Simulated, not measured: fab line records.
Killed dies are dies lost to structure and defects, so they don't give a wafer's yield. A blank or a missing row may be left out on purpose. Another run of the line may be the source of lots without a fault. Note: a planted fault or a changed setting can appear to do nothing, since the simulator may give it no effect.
Chamber matching ; flow n5_finfet ; rie_diel-02 running N5_PMOS_HMC_CHANNEL_EPI_STRIP_33: 4 sister chambers
The step strips in N2/H2. 8 wafers are shown with their chamber, then 9 later ones without.

## WAFERS WITH THEIR CHAMBER
wafer;chamber;showerhead_plenum_p_Torr (Torr);oes_product_au (a.u.)
L077.1;2;3.30;0.93
L077.5;3;3.24;0.76
L078.1;1;3.24;0.79
L078.3;2;3.29;0.93
L078.5;0;3.45;0.69
L088.2;0;3.45;0.69
L088.4;1;3.23;0.76
L088.5;3;3.23;0.76

## WAFERS WITH NO CHAMBER GIVEN
wafer;showerhead_plenum_p_Torr (Torr);oes_product_au (a.u.)
L089.2;3.44;0.70
L089.4;3.23;0.75
L089.5;3.44;0.69
L091.1;3.28;0.88
L091.4;3.23;0.74
L091.6;3.28;0.89
L095.1;3.28;0.87
L095.2;3.44;0.69
L095.4;3.23;0.76

## WHICH CHAMBER EACH ONE RAN IN
wafer;from the rows above;in truth
L089.2;0;0
L089.4;can't be placed: 3 or 1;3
L089.5;0;0
L091.1;2;2
L091.4;can't be placed: 3 or 1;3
L091.6;2;2
L095.1;2;2
L095.2;0;0
L095.4;can't be placed: 3 or 1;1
Correctly placed: 6 of 9. Unplaceable from these rows: 3, with the true chamber sitting among the candidates in 3. Number placed wrongly: 0.
How it was worked out, from the rows above alone: a wafer's distance from a chamber is the root of the sum, over the readings, of the square of ((its reading less the chamber's mean) divided by the reading's scatter). If the next closest chamber is less than 2 further off than the closest, the wafer can't be placed; otherwise it belongs to the closest. Each chamber's mean is taken over the wafers shown for it. The scatter is the square root of a quotient: the sum, over the shown wafers, of each reading's squared deviation from its chamber's mean, divided by wafers minus chambers.
